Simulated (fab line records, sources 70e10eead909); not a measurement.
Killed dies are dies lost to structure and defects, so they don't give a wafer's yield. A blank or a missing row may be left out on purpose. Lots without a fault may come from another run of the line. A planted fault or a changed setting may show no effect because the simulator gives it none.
Chamber matching | flow nand_harc | NHARC_P_CONTACT_CMP_24 on cmp-01: 4 sister chambers
The step polishes, t overpolish 30 s, target thk 200 nm. 4 wafers are shown with their chamber, then 10 later ones without.

WAFERS WITH THEIR CHAMBER
wafer  | chamber | motor_current_A (A)
L091.5 | 1       | 12.6
L091.6 | 2       | 15.4
L091.1 | 0       | 10.0
L091.2 | 3       | 15.4

WAFERS WITHOUT THEIR CHAMBER
wafer  | motor_current_A (A)
L091.4 | 14.8
L094.2 | 14.9
L094.3 | 9.8
L094.4 | 14.3
L095.1 | 14.7
L095.2 | 14.0
L095.3 | 13.1
L097.2 | 10.3
L097.4 | 15.9
L097.6 | 11.7

WHICH CHAMBER EACH WENT THROUGH
wafer  | from the rows above          | in truth
L091.4 | can't be placed: 2 or 3      | 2
L094.2 | can't be placed: 2 or 3      | 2
L094.3 | 0                            | 0
L094.4 | can't be placed: 2 or 3 or 1 | 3
L095.1 | can't be placed: 2 or 3 or 1 | 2
L095.2 | can't be placed: 1 or 2 or 3 | 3
L095.3 | 1                            | 1
L097.2 | 0                            | 0
L097.4 | can't be placed: 2 or 3      | 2
L097.6 | can't be placed: 1 or 0      | 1
Placed correctly: 3 of 10. Can't be placed from these rows: 7 (the true chamber is among the candidates in 7). Placed wrongly: 0.
How it was worked out, from the rows above alone: a wafer's distance from a chamber is the root of the sum, over the readings, of the square of ((its reading less the chamber's mean) divided by the reading's scatter). The wafer belongs to the nearest chamber; if the next one is less than 2 further off, it can't be placed. A chamber's mean is the mean of its shown wafers. The scatter: with one shown wafer a chamber, the root of the mean of the squares of how far each hidden wafer lies from its nearest shown one.
